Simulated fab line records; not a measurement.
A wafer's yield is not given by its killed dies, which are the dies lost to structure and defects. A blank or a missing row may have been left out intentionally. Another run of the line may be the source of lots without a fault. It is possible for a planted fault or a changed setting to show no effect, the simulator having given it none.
fab line records	flow n5-finfet
record lots=6	wafers=16	last-day=18
route steps=1938 shown WELL_APT@43 PMOS_HMC_CHANNEL_EPI@57 SD_EPI_N@284 PASSIVATION@1936
lots untouched by any fault: they come from a run of this same line in which no faults occurred
start-h: hours from the record's first day to the start of the lot's first wafer shown	wait-h: hours since the lot's step before	" repeats the value in the row above	L1.1+2: a single row standing in for several wafers	- no value present, or no start provided	* or withheld: withheld	< > ~ a bound
route shown NAME@n: names a module that has steps shown in the file, with the first one's number in the route	usual: mean and standard deviation over wafers with no fault	same: alike in all rows	chamber/n: place in a boat	sites: the reading at each site	_std_site: the standard deviation of these	_edge_site: inner sites' mean taken away from outer sites' mean	radius-mm: how far each site lies from the wafer's centre	mask NAME#n: copy n	behind: the tool/chamber that last shaped the wafer	hold: why the lot was held/for how many hours/how that ended	device: which transistor (n, p or np) failed to switch	end of line: the same wafers' tests at the end of the route	where a step has no rows: the recipe by itself	killed: count of dies lost to structure and defects at first sort (not the wafer's yield)	map: the dies of a wafer, with x for killed, . for not killed, _ for no die there
set.NAME: the setting that was run; set.NAME@STEP: the one run at that earlier step	model.NAME: the simulator's own value behind a step, which no gauge read
certain route steps with their lots: each step a table, each wafer a row
services: from which hour (start-h, from the record's first day; less than 0 if before it) a tool's chamber was out of use, for how many hours, and why
## steps
# step N5_WELL_APT_CD_MEAS_25
# recipe target-cd-nm=200	landing-energy-ev=500	detector=se-inlens
# usual cd-nm=199.4/1.9
lot.wafer	tool	chamber	start-h	wait-h	cd-nm
L248.1	cd-sem-01	0	14.96	-	197.1
L248.2	"	0	"	"	198.9
L248.6	"	0	"	"	196.6
L253.1	cd-sem-01	0	45.00	-	200.2
L253.2	"	0	"	"	199.6
L253.5	"	0	"	"	199.9
L259.2	cd-sem-03	0	81.07	-	199.6
L259.3	"	0	"	"	199.1
L259.5	"	0	"	"	199.1
L262.5	cd-sem-01	0	98.98	-	198.8
L262.6	"	0	"	"	200.3
L264.3	cd-sem-03	0	111.25	-	202.4
L264.4	"	0	"	"	201.0
L271.2	cd-sem-03	0	152.99	-	201.4
L271.4	"	0	"	"	199.1
L271.6	"	0	"	"	200.9
# step N5_WELL_APT_OVL_MEAS_26
# recipe points-per-wafer=44
# usual PWELL_OVL=-1/5.4
lot.wafer	tool	chamber	start-h	wait-h	PWELL_OVL[nm]
L248.1	overlay-02	0	14.99	0.0	4
L248.2	"	0	"	"	3
L248.6	"	0	"	"	6
L253.1	overlay-01	0	45.03	0.0	2
L253.2	"	0	"	"	1
L253.5	"	0	"	"	-4
L259.2	overlay-02	0	81.10	0.0	-5
L259.3	"	0	"	"	-8
L259.5	"	0	"	"	-4
L262.5	overlay-01	0	99.01	0.0	-1
L262.6	"	0	"	"	2
L264.3	overlay-01	0	111.28	0.0	-4
L264.4	"	0	"	"	1
L271.2	overlay-02	0	153.02	0.0	0
L271.4	"	0	"	"	3
L271.6	"	0	"	"	6
# step N5_WELL_APT_INSPECT_27
# recipe mode=adi	inspect-instrument=macro
# usual raw-defect-count=1.9/1.3
lot.wafer	tool	chamber	start-h	wait-h	raw-defect-count
L248.1	defect-inspect-01	-	15.01	0.0	2
L248.2	"	-	"	"	1
L248.6	"	-	"	"	4
L253.1	defect-inspect-02	-	45.05	0.0	1
L253.2	"	-	"	"	3
L253.5	"	-	"	"	4
L259.2	defect-inspect-01	-	81.13	0.0	1
L259.3	"	-	"	"	1
L259.5	"	-	"	"	3
L262.5	defect-inspect-02	-	99.04	0.0	3
L262.6	"	-	"	"	1
L264.3	defect-inspect-02	-	111.31	0.0	2
L264.4	"	-	"	"	3
L271.2	defect-inspect-02	-	153.04	0.0	2
L271.4	"	-	"	"	1
L271.6	"	-	"	"	3
# step N5_WELL_APT_DESCUM_30
# recipe chemistry=O2	time-s=7.9	source-power-w=50	bias-power-w=20	pressure-mtorr=20	rf-frequency-hz=2.712e+07	temp-c=40	o2-flow-sccm=225
# usual drypump-motor-current-A=5.8/0.47	oes-product-au=0.76/0.076	rf-vpp-V=242.9/1.4	showerhead-plenum-p-Torr=2.08/0.07	throttle-valve-pct=20.41/0.23
lot.wafer	tool	chamber	start-h	wait-h	drypump-motor-current-A	oes-product-au	rf-hours-counter-h	rf-vpp-V	showerhead-plenum-p-Torr	throttle-valve-pct
L248.1	rie-diel-03	2	15.04	0.0	5.4	0.88	40	245.5	2.12	20.11
L248.2	"	1	"	"	5.3	0.95	11	243.8	2.14	20.10
L248.6	"	3	"	"	5.7	0.74	-	241.6	1.99	20.59
L253.1	rie-diel-02	3	45.09	0.0	5.6	0.77	127	243.0	2.10	20.31
L253.2	"	0	"	"	5.3	0.75	161	242.0	2.02	20.36
L253.5	"	2	"	"	5.2	0.73	-	242.5	2.18	20.75
L259.2	rie-diel-04	1	81.16	0.0	6.3	0.70	217	242.9	2.08	20.36
L259.3	"	0	"	"	6.7	0.70	220	240.4	1.99	20.76
L259.5	"	0	"	"	6.7	0.70	-	242.4	1.99	20.74
L262.5	rie-diel-04	3	99.27	0.2	6.4	0.97	-	242.7	2.15	20.41
L262.6	"	2	"	"	5.6	0.73	-	241.8	1.98	20.51
L264.3	rie-diel-04	3	111.37	0.1	6.4	0.95	10	244.5	2.14	20.43
L264.4	"	2	"	"	5.6	0.73	201	241.8	1.98	20.53
L271.2	rie-diel-02	3	153.08	0.0	5.6	0.75	164	241.9	2.09	20.37
L271.4	"	0	"	"	5.3	0.74	194	241.3	2.01	20.39
L271.6	"	1	"	"	6.2	0.73	-	243.1	2.15	20.26
# step N5_WELL_APT_IMPLANT_31
# recipe species=B	energy-kev=60	dose-cm2=1.5e+13	tilt-deg=0	rotation-deg=0
# step N5_WELL_APT_IMPLANT_32
# recipe species=BF2	energy-kev=50	dose-cm2=2e+13	tilt-deg=0	rotation-deg=0
# step N5_WELL_APT_STRIP_33
# recipe chemistry=SPM	time-s=900	temp-c=130	h2so4-h2o2-vol-ratio=4	dry=ipa-marangoni
# step N5_WELL_APT_RTA_34
# recipe temp-c=1000	time-s=10	ambient=N2	idle-temp-c=600	ramp-up-c-per-s=150	ramp-down-c-per-s=60	cool-to-c=600
# step N5_WELL_APT_OXIDE_STRIP_42
# recipe chemistry=dHF	dilution=25:1	time-s=45	temp-c=25	target=SiO2	target-depth-a=120
# step N5_WELL_APT_PRECLEAN_36
# recipe chemistry=O3/DIW	time-s=45	temp-c=22	o3-ppm=10
# step N5_WELL_APT_PRECLEAN_39
# recipe chemistry=dHF	time-s=60	dilution=150:1	temp-c=25
# step N5_WELL_APT_SRD_37
# recipe dry=ipa-marangoni	do-ppb=5	time-s=30	temp-c=23	rinse-liquid=diw
# step N5_WELL_APT_EPI_41
# recipe material=Si	target-thk-a=500	temp-c=650	precursor=SiH4/H2	pressure-torr=20	time-s=297.7
# usual susceptor-temp-C=650.00/0.26	throttle-valve-pct=11.21/0.19
lot.wafer	tool	chamber	start-h	wait-h	susceptor-temp-C	throttle-valve-pct	model.Si_of_WELL_APT_EPI_41.thk-nm
L248.1	epi-rpcvd-01	0	16.06	0.0	650.22	11.39	50.4
L248.2	"	0	"	"	649.98	11.48	49.8
L248.6	"	0	"	"	649.67	11.33	50.33
L253.1	epi-rpcvd-03	0	46.19	0.0	649.85	11.01	49.76
L253.2	"	0	"	"	650.00	11.01	49.43
L253.5	"	0	"	"	650.47	11.34	49.25
L259.2	epi-rpcvd-03	0	82.45	0.2	649.76	11.33	50.17
L259.3	"	0	"	"	650.03	11.13	50.19
L259.5	"	0	"	"	650.15	11.21	50.54
L262.5	epi-rpcvd-03	0	101.37	1.2	650.47	11.08	40.23
L262.6	"	0	"	"	649.74	10.88	48.93
L264.3	epi-rpcvd-03	0	112.90	0.3	650.03	11.22	49.27
L264.4	"	0	"	"	650.19	10.96	40.01
L271.2	epi-rpcvd-04	0	154.32	0.2	650.61	11.07	50.03
L271.4	"	0	"	"	650.10	11.16	49.57
L271.6	"	0	"	"	650.10	11.32	49.43
# step N5_WELL_APT_INSPECT_38
# recipe inspect-instrument=darkfield	mode=post-epi
# usual raw-defect-count=14/5.2
lot.wafer	tool	chamber	start-h	wait-h	raw-defect-count
L248.1	defect-inspect-02	-	16.89	0.7	19
L248.2	"	-	"	"	8
L248.6	"	-	"	"	15
L253.1	defect-inspect-02	-	46.83	0.5	12
L253.2	"	-	"	"	16
L253.5	"	-	"	"	15
L259.2	defect-inspect-01	-	83.17	0.6	17
L259.3	"	-	"	"	14
L259.5	"	-	"	"	16
L262.5	defect-inspect-01	-	101.77	0.2	6
L262.6	"	-	"	"	6
L264.3	defect-inspect-02	-	113.47	0.4	13
L264.4	"	-	"	"	21
L271.2	defect-inspect-02	-	155.03	0.6	11
L271.4	"	-	"	"	10
L271.6	"	-	"	"	9
# step N5_PMOS_HMC_CHANNEL_EPI_HM_DEP_34
# recipe material=SiO2	target-thk-a=360	temp-c=400	precursor=TEOS/O2	pressure-torr=6.5	rf-w=900	teos-flow-sccm=161.4	gas=O2	flow-sccm=2650	time-s=6.9
# step N5_PMOS_HMC_CHANNEL_EPI_COAT_31
# recipe resist=BARC	temp-c=205	time-s=60	spin-rpm=1500	resist-thk-nm=66
# step N5_PMOS_HMC_CHANNEL_EPI_COAT_03
# recipe resist=CAR-ArF-block	spin-rpm=1500	resist-thk-nm=205
# step N5_PMOS_HMC_CHANNEL_EPI_EBR_05
# recipe solvent=PGMEA	ebr-width-mm=1.5
# step N5_PMOS_HMC_CHANNEL_EPI_SOFTBAKE_04
# recipe temp-c=110	time-s=60	resist=CAR-ArF-block
# step N5_PMOS_HMC_CHANNEL_EPI_EXPOSE_06
# recipe mask-id=PMOS_HMC_BLK	na=1.35	source-shape=conventional	sigma-outer=0.8	polarization=unpolarized	target-cd-nm=240	dose-mj=41
# step N5_PMOS_HMC_CHANNEL_EPI_PEB_07
# recipe peb-temp-c=110	peb-time-s=60	resist=CAR-ArF-block
# step N5_PMOS_HMC_CHANNEL_EPI_DEVELOP_08
# recipe develop-time-s=30	developer=TMAH	resist=CAR-ArF-block	dev-temp-c=23	rinse-liquid=diw	dry=air-spin
# step N5_PMOS_HMC_CHANNEL_EPI_CD_MEAS_09
# recipe target-cd-nm=237.4	landing-energy-ev=500	detector=se-inlens
# usual cd-nm=237.1/0.8
lot.wafer	tool	chamber	start-h	wait-h	cd-nm
L248.1	cd-sem-03	0	17.33	-	237.9
L248.2	"	0	"	"	236.5
L248.6	"	0	"	"	237.6
L253.1	cd-sem-01	0	47.16	-	237.5
L253.2	"	0	"	"	236.9
L253.5	"	0	"	"	237.7
L259.2	cd-sem-01	0	83.49	-	234.7
L259.3	"	0	"	"	236.4
L259.5	"	0	"	"	236.0
L262.5	cd-sem-01	0	102.09	-	236.5
L262.6	"	0	"	"	236.9
L264.3	cd-sem-03	0	113.79	-	236.8
L264.4	"	0	"	"	238.9
L271.2	cd-sem-01	0	155.35	-	237.2
L271.4	"	0	"	"	237.5
L271.6	"	0	"	"	236.5
# step N5_PMOS_HMC_CHANNEL_EPI_OVL_MEAS_10
# recipe points-per-wafer=44
# usual PMOS_HMC_BLK_OVL=-0.2/0.72
lot.wafer	tool	chamber	start-h	wait-h	PMOS_HMC_BLK_OVL[nm]
L248.1	overlay-02	0	17.36	0.0	1.0
L248.2	"	0	"	"	-0.7
L248.6	"	0	"	"	-0.2
L253.1	overlay-02	0	47.19	0.0	0.5
L253.2	"	0	"	"	-0.7
L253.5	"	0	"	"	0.7
L259.2	overlay-02	0	83.52	0.0	0.0
L259.3	"	0	"	"	1.1
L259.5	"	0	"	"	0.3
L262.5	overlay-01	0	102.11	0.0	-1.4
L262.6	"	0	"	"	-0.6
L264.3	overlay-01	0	113.82	0.0	-0.7
L264.4	"	0	"	"	0.8
L271.2	overlay-02	0	155.37	0.0	1.1
L271.4	"	0	"	"	0.0
L271.6	"	0	"	"	0.7
# step N5_PMOS_HMC_CHANNEL_EPI_INSPECT_11
# recipe mode=adi	inspect-instrument=macro
# usual raw-defect-count=2.0/1.6
lot.wafer	tool	chamber	start-h	wait-h	raw-defect-count
L248.1	defect-inspect-02	-	17.39	0.0	3
L248.2	"	-	"	"	4
L248.6	"	-	"	"	2
L253.1	defect-inspect-02	-	47.21	0.0	5
L253.2	"	-	"	"	4
L253.5	"	-	"	"	4
L259.2	defect-inspect-02	-	83.54	0.0	1
L259.3	"	-	"	"	1
L259.5	"	-	"	"	1
L262.5	defect-inspect-01	-	102.14	0.0	1
L262.6	"	-	"	"	3
L264.3	defect-inspect-02	-	113.84	0.0	2
L264.4	"	-	"	"	1
L271.2	defect-inspect-02	-	155.40	0.0	2
L271.4	"	-	"	"	3
L271.6	"	-	"	"	3
# step N5_PMOS_HMC_CHANNEL_EPI_DESCUM_14
# recipe chemistry=O2	time-s=7.9	source-power-w=50	bias-power-w=20	pressure-mtorr=20	rf-frequency-hz=2.712e+07	temp-c=40	resist=CAR-ArF-block	o2-flow-sccm=225
# step N5_PMOS_HMC_CHANNEL_EPI_ETCH_32
# recipe chemistry=N2/H2	target=BARC	stop-on=SiO2	target-depth-a=858	over-etch-frac=0.3	time-s=50.3	ion-energy-ev=200	mask-material=CAR-ArF-block	pressure-mtorr=30	source-w=840	bias-w=150	n2-flow-sccm=200	h2-flow-sccm=200
# step N5_PMOS_HMC_CHANNEL_EPI_HM_OPEN_15
# recipe chemistry=CHF3/O2	target=SiO2	mask-material=CAR-ArF-block	target-depth-a=406	CHF3_flow_sccm=50	O2_flow_sccm=5	Ar_flow_sccm=200	time-s=20.3	pressure-mtorr=30	source-w=650	bias-w=170	ion-energy-ev=200
# usual CHF3_flow_sccm=50.01/0.15	drypump-motor-current-A=5.9/0.47	oes-product-au=0.78/0.069	rf-vpp-V=523/7.7	showerhead-plenum-p-Torr=2.44/0.089	throttle-valve-pct=18.87/0.26
lot.wafer	tool	chamber	start-h	wait-h	CHF3_flow_sccm	drypump-motor-current-A	oes-product-au	rf-hours-counter-h	rf-vpp-V	showerhead-plenum-p-Torr	throttle-valve-pct
L248.1	rie-diel-06	0	17.50	0.0	50.11	5.0	0.72	198	519	2.31	19.46
L248.2	"	1	"	"	50.09	5.8	0.68	249	525	2.48	19.15
L248.6	"	2	"	"	49.83	6.3	0.76	-	525	2.41	18.73
L253.1	rie-diel-01	3	47.33	0.0	50.09	5.7	0.74	158	520	2.51	18.77
L253.2	"	1	"	"	49.97	6.3	0.83	113	541	2.53	18.46
L253.5	"	2	"	"	49.92	6.4	0.76	-	513	2.32	18.69
L259.2	rie-diel-01	1	83.76	0.0	49.89	6.3	0.82	122	541	2.53	18.49
L259.3	"	0	"	"	49.93	5.5	0.86	41	522	2.56	18.95
L259.5	"	3	"	"	50.05	5.7	0.73	-	520	2.50	18.80
L262.5	rie-diel-01	3	102.28	0.0	50.24	5.8	0.73	-	520	2.50	18.78
L262.6	"	0	"	"	50.22	5.5	0.86	-	521	2.56	18.96
L264.3	rie-diel-06	2	113.96	0.0	49.92	6.4	0.73	179	525	2.40	18.78
L264.4	"	0	"	"	49.94	4.9	0.69	228	519	2.30	19.49
L271.2	rie-diel-06	3	155.51	0.0	49.92	6.3	0.81	80	518	2.44	18.88
L271.4	"	2	"	"	50.10	6.4	0.71	193	525	2.39	18.80
L271.6	"	2	"	"	50.15	6.4	0.72	-	526	2.39	18.80
# step N5_PMOS_HMC_CHANNEL_EPI_STRIP_33
# recipe chemistry=N2/H2	power-w=500	temp-c=40	pressure-mtorr=50	rf-frequency-hz=6e+07	overash-fraction=0.3	bias-power-w=8	h2-frac=0.5	n2-flow-sccm=300	h2-flow-sccm=300
# usual drypump-motor-current-A=5.9/0.47	oes-product-au=0.79/0.064	rf-vpp-V=54.2/1.6	showerhead-plenum-p-Torr=3.39/0.13	throttle-valve-pct=18.8/0.36
# same overash-fraction=0.3
lot.wafer	tool	chamber	start-h	wait-h	drypump-motor-current-A	oes-product-au	rf-hours-counter-h	rf-vpp-V	showerhead-plenum-p-Torr	throttle-valve-pct
L248.1	rie-diel-06	0	17.55	0.0	4.9	0.73	198	54.2	3.18	19.3
L248.2	"	1	"	"	5.8	0.68	249	53.6	3.45	19.2
L248.6	"	2	"	"	6.4	0.76	-	55.8	3.34	18.8
L253.1	rie-diel-01	3	47.38	0.0	5.7	0.74	158	52.4	3.49	18.9
L253.2	"	1	"	"	6.3	0.82	113	56.0	3.51	18.1
L253.5	"	2	"	"	6.4	0.76	-	52.2	3.24	18.5
L259.2	rie-diel-01	1	83.81	0.0	6.3	0.82	122	54.6	3.51	18.1
L259.3	"	0	"	"	5.5	0.87	41	53.8	3.56	18.8
L259.5	"	3	"	"	5.7	0.76	-	54.2	3.49	19.0
L262.5	rie-diel-01	3	102.32	0.0	5.7	0.74	-	51.9	3.48	19.0
L262.6	"	0	"	"	5.4	0.86	-	55.7	3.56	18.8
L264.3	rie-diel-06	2	114.02	0.0	6.4	0.74	179	54.4	3.32	18.9
L264.4	"	0	"	"	4.9	0.70	228	52.9	3.16	19.3
L271.2	rie-diel-06	3	155.56	0.0	6.3	0.80	80	53.3	3.41	19.2
L271.4	"	2	"	"	6.4	0.73	193	50.3	3.31	18.9
L271.6	"	2	"	"	6.4	0.72	-	54.5	3.31	18.9
# step N5_PMOS_HMC_CHANNEL_EPI_STRIP_17
# recipe chemistry=SPM	time-s=750	temp-c=130	h2so4-h2o2-vol-ratio=4	dry=ipa-marangoni
# step N5_PMOS_HMC_CHANNEL_EPI_ETCH_38
# recipe chemistry=CF4	target=SiO2	target-depth-a=15	ion-energy-ev=350	pressure-mtorr=10	icp-w=800	bias-w=400	cf4-flow-sccm=80
# usual drypump-motor-current-A=5.6/0.48	oes-product-au=1.003/0.027	throttle-valve-pct=21.8/0.32
lot.wafer	tool	chamber	start-h	wait-h	drypump-motor-current-A	oes-product-au	rf-hours-counter-h	throttle-valve-pct
L248.1	rie-si-01	2	17.88	0.0	5.0	0.988	92	21.4
L248.2	"	3	"	"	6.3	1.017	56	21.5
L248.6	"	3	"	"	6.4	1.030	-	21.5
L253.1	rie-si-01	1	47.68	0.0	5.8	0.981	83	22.3
L253.2	"	0	"	"	5.7	1.006	127	22.0
L253.5	"	0	"	"	5.7	1.006	-	22.0
L259.2	rie-si-05	0	84.12	0.0	5.7	1.057	181	22.3
L259.3	"	1	"	"	6.3	1.047	41	21.7
L259.5	"	0	"	"	5.7	1.052	-	22.2
L262.5	rie-si-05	0	102.64	0.0	5.7	1.039	-	22.3
L262.6	"	1	"	"	6.3	1.036	-	21.7
L264.3	rie-si-05	2	114.33	0.0	5.0	0.996	128	22.1
L264.4	"	1	"	"	6.3	1.033	42	21.7
L271.2	rie-si-05	2	155.89	0.0	5.0	0.997	129	22.1
L271.4	"	3	"	"	5.4	0.962	76	21.5
L271.6	"	3	"	"	5.4	0.964	-	21.5
# step N5_PMOS_HMC_CHANNEL_EPI_FIN_RECESS_16
# recipe chemistry=HBr/Cl2	target=Si	mask-material=SiO2	target-depth-a=540	time-s=18	pressure-mtorr=10	icp-w=800	bias-w=75	HBr_flow_sccm=150	Cl2_flow_sccm=80
# step N5_PMOS_HMC_CHANNEL_EPI_PRECLEAN_36
# recipe chemistry=O3/DIW	time-s=45	temp-c=22	o3-ppm=10
# step N5_PMOS_HMC_CHANNEL_EPI_PRECLEAN_18
# recipe chemistry=DHF	time-s=30	temp-c=25	dilution=withheld
# step N5_PMOS_HMC_CHANNEL_EPI_SRD_19
# recipe dry=ipa-marangoni	do-ppb=5	time-s=30	temp-c=23	rinse-liquid=diw
# step N5_PMOS_HMC_CHANNEL_EPI_EPI_20
# recipe material=SiGe30	mask-material=SiO2	pressure-torr=20	target-thk-a=590	temp-c=600
# step N5_PMOS_HMC_CHANNEL_EPI_HM_STRIP_35
# recipe chemistry=dHF	temp-c=25	material=SiO2	target=SiO2	target-depth-a=396	time-s=216
# step N5_PMOS_HMC_CHANNEL_EPI_SRD_39
# recipe dry=ipa-marangoni	time-s=30	temp-c=23	rinse-liquid=diw
# step N5_PMOS_HMC_CHANNEL_EPI_CMP_21
# recipe material=SiGe30	post-cmp-clean=alkaline-brush	target-thk-nm=54
# usual edge-zone-pressure-frac=0.999/0.005	motor-current-A=11.4/0.97	retaining-ring-pressure-frac=1.000/0.0052
lot.wafer	tool	chamber	start-h	wait-h	edge-zone-pressure-frac	motor-current-A	retaining-ring-pressure-frac
L248.2	cmp-01	1	19.40	0.0	0.989	11.6	0.997
L248.1	"	0	"	"	0.996	10.9	0.993
L248.6	"	1	"	"	1.001	12.1	0.990
L253.1	cmp-01	3	49.28	0.1	1.001	9.9	0.996
L253.2	"	1	"	"	1.007	11.7	1.001
L253.5	"	2	"	"	1.005	11.6	1.004
L259.2	cmp-01	2	85.68	0.1	0.994	11.7	0.993
L259.3	"	0	"	"	1.002	11.2	1.012
L259.5	"	2	"	"	0.994	11.8	0.998
L262.5	cmp-04	3	104.34	0.2	1.004	10.5	0.994
L262.6	"	0	"	"	1.001	11.7	1.003
L264.4	cmp-04	0	115.86	0.0	1.001	12.5	1.000
L264.3	"	1	"	"	0.993	10.3	1.009
L271.4	cmp-01	2	157.45	0.1	1.005	11.6	1.004
L271.2	"	0	"	"	0.996	11.0	1.010
L271.6	"	2	"	"	0.998	11.9	1.001
# step N5_PMOS_HMC_CHANNEL_EPI_THK_MEAS_22
# recipe reads=SiGe30_of_PMOS_HMC_CHANNEL_EPI_EPI_20
# usual HMC_CMP_THK=54.1/1.1
lot.wafer	tool	chamber	start-h	wait-h	HMC_CMP_THK[nm]
L248.1	film-metro-02	-	19.70	-	54.1
L248.2	"	-	"	"	53.5
L248.6	"	-	"	"	53.1
L253.1	film-metro-02	-	49.54	-	51.9
L253.2	"	-	"	"	53.6
L253.5	"	-	"	"	53.1
L259.2	film-metro-01	-	85.94	-	55.9
L259.3	"	-	"	"	55.2
L259.5	"	-	"	"	56.0
L262.5	film-metro-01	-	104.48	-	56.1
L262.6	"	-	"	"	55.8
L264.3	film-metro-02	-	116.15	-	55.2
L264.4	"	-	"	"	55.6
L271.2	film-metro-02	-	157.71	-	55.4
L271.4	"	-	"	"	53.2
L271.6	"	-	"	"	53.5
# step N5_PMOS_HMC_CHANNEL_EPI_PRECLEAN_40
# recipe chemistry=DHF	time-s=30	temp-c=25	dilution=withheld
# step N5_PMOS_HMC_CHANNEL_EPI_PRECLEAN_37
# recipe chemistry=O3/DIW	time-s=45	temp-c=22	o3-ppm=10
# step N5_SD_EPI_N_STRIP_18
# recipe chemistry=SPM	time-s=750	temp-c=130	h2so4-h2o2-vol-ratio=4
# usual bath-guard-temp-C=130.0/0.49
lot.wafer	tool	chamber	start-h	wait-h	bath-guard-temp-C	model.Si_of_WELL_APT_EPI_41.thk-nm
L248.1	wet-bench-06	7	48.20	0.0	129.9	8
L248.2	"	4	"	"	130.3	6.8
L248.6	"	2	"	"	129.8	8
L253.1	wet-bench-03	4	83.77	0.0	130.4	8
L253.2	"	0	"	"	130.2	7.6
L253.5	"	2	"	"	130.3	5.8
L259.2	wet-bench-06	3	119.38	0.0	130.3	9.6
L259.3	"	6	"	"	129.9	9.8
L259.5	"	5	"	"	129.4	9.2
L262.5	wet-bench-04	4	140.22	0.0	128.9	5
L262.6	"	2	"	"	130.9	7.2
L264.3	wet-bench-04	7	152.00	0.0	129.7	7.2
L264.4	"	4	"	"	129.1	5
L271.2	wet-bench-04	5	187.23	0.0	130.4	9
L271.4	"	0	"	"	129.6	8.6
L271.6	"	2	"	"	131.0	7.8
# step N5_PASSIVATION_PROBE_49
# usual killed_at_M0_to_M3=37/12	killed_at_M4_up=14/5.3	killed-at-contacts=12/6.2	killed-at-front-end=41/11	killed-at-other=3.7/2.9	killed-dies=107/17	killed-open=71/12	killed-short=34/7.9
# same gross-dies=1180	killed-at-back-side=0
lot.wafer	tool	chamber	start-h	wait-h	killed_at_M0_to_M3	killed_at_M4_up	killed-at-contacts	killed-at-front-end	killed-at-other	killed-dies	killed-open	killed-short
L248.1	prober-02	-	272.55	0.0	40	7	18	32	1	98	61	37
L248.2	prober-02	-	272.60	0.1	28	7	13	39	0	87	51	35
L248.6	prober-02	-	272.80	0.3	23	5	11	67	0	106	76	29
L262.5	prober-02	-	366.86	0.2	28	14	7	31	4	84	58	25
L262.6	prober-02	-	366.91	0.3	46	19	11	36	8	120	80	40
L264.3	prober-02	-	389.10	0.1	31	7	12	20	9	79	50	29
L264.4	prober-02	-	389.15	0.2	31	18	12	53	3	117	78	32
# killed by level:class
L248.1 MOL_CONTACT_COAG:geometric-particle:open=15 BEOL_M0_SAQP:geometric-particle:short=11 BEOL_M1:geometric-particle:open=8 BEOL_M0_SAQP:geometric-particle:open=7 GATE_CUT:geometric-particle:short=6 BEOL_M3:geometric-particle:open=6 STI_FIN_REVEAL:geometric-particle:open=5 FIN_SAQP:geometric-particle:short=4
L248.2 FIN_SAQP:geometric-particle:short=9 STI_FIN_REVEAL:geometric-particle:open=9 MOL_CONTACT_COAG:geometric-particle:open=8 BEOL_M0_SAQP:geometric-particle:open=6 BEOL_M2:geometric-particle:open=6 FIN_SAQP:geometric-particle:open=5 MOL_CONTACT_COAG:geometric-particle:short=5 BEOL_M1:geometric-particle:open=5
L248.6 STI_FIN_REVEAL:geometric-particle:open=30 FIN_SAQP:geometric-particle:open=11 BEOL_M0_SAQP:geometric-particle:open=10 MOL_CONTACT_COAG:geometric-particle:open=8 STI_FIN_REVEAL:geometric-particle:short=6 BEOL_M3:geometric-particle:open=5 FIN_SAQP:geometric-particle:short=4 MOL_CONTACT_COAG:geometric-particle:short=3
L262.5 BEOL_M1:geometric-particle:open=10 BEOL_M0:geometric-particle:open=6 FIN_SAQP:geometric-particle:open=5 STI_FIN_REVEAL:geometric-particle:open=5 STARTING-WAFER:geometric-particle:short=5 BEOL_M3:geometric-particle:open=5 DUMMY_GATE:geometric-particle:open=4 MOL_CONTACT_COAG:geometric-particle:open=4
L262.6 BEOL_M0:geometric-particle:open=11 MOL_CONTACT_COAG:geometric-particle:open=9 BEOL_M0_SAQP:geometric-particle:short=9 BEOL_M4:geometric-particle:open=9 BEOL_M2:geometric-particle:open=8 FIN_SAQP:geometric-particle:open=7 MIM_TOP:geometric-particle:open=5 DUMMY_GATE:geometric-particle:open=4
L264.3 MOL_CONTACT_COAG:geometric-particle:open=11 BEOL_M1:geometric-particle:open=8 BEOL_M2:geometric-particle:open=8 PAD_METAL:geometric-particle:short=6 STI_FIN_REVEAL:geometric-particle:open=4 BEOL_M0_SAQP:geometric-particle:short=4 FIN_SAQP:geometric-particle:short=3 BEOL_M0:geometric-particle:open=3
L264.4 STI_FIN_REVEAL:geometric-particle:open=22 MOL_CONTACT_COAG:geometric-particle:open=9 BEOL_M4:geometric-particle:open=9 BEOL_M0_SAQP:geometric-particle:open=8 GATE_CUT:geometric-particle:short=6 BEOL_M2:geometric-particle:open=6 STI_FIN_REVEAL:geometric-particle:short=5 BEOL_M0_SAQP:geometric-particle:short=5
## services
tool	chamber	start-h	hours	kind
cmp-04	-	-1.18	0.6	repair
rie-diel-04	3	0.80	1.8	repair
cmp-01	-	8.77	2.1	repair
rie-si-05	-	13.27	0.1	repair
rie-si-05	-	21.03	15.6	pm
rie-diel-06	3	29.32	3.4	repair
rie-diel-06	3	35.01	4.2	repair
rie-diel-02	-	35.30	0.6	repair
rie-diel-04	0	42.81	21.2	repair
epi-rpcvd-03	-	59.81	2.8	pm
wet-bench-06	-	75.54	1.9	pm
cmp-01	-	78.45	4.0	pm
rie-diel-02	0	79.64	8.6	repair
rie-diel-02	1	79.64	3.7	repair
rie-si-01	-	82.98	15.6	pm
rie-diel-06	3	91.32	4.9	repair
cmp-01	-	93.49	24.5	repair
rie-si-05	0	124.86	0.9	repair
rie-diel-06	2	124.88	3.2	repair
cmp-01	-	129.78	5.0	pm
rie-diel-02	-	145.40	4.3	pm
wet-bench-06	-	148.52	2.5	repair
rie-diel-02	-	163.03	3.2	repair
cmp-01	-	174.35	9.1	pm
## key
first-sign none at tools or gauges
model-effect step=N5_WELL_APT_EPI_41	value=Si_of_WELL_APT_EPI_41.thk-nm	without=49.4	struck=40.12
model-effect step=N5_SD_EPI_N_STRIP_18	value=Si_of_WELL_APT_EPI_41.thk-nm	without=7.9	struck=5
met-at N5_WELL_APT_EPI_41
struck-wafers L262.5,L264.4
tester-left-out L262,L264
onset-between 82.45 101.37
fault kind=process-parameter-drift	tool=epi-rpcvd-03	chamber=-	onset-h=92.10	steps=N5_WELL_APT_EPI_41	channel=target-thk-a	offset=*	shape=step	end-h=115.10	scope=struck-wafers-only	acts-in=*	stated=*
# tester-left-out: of these lots the tester's yield and bins aren't shown, on N5 and GAA mostly nor the transistor test; their killed dies are dies lost to structure and defects alone, not to doping, threshold or leakage, so they don't give the yield
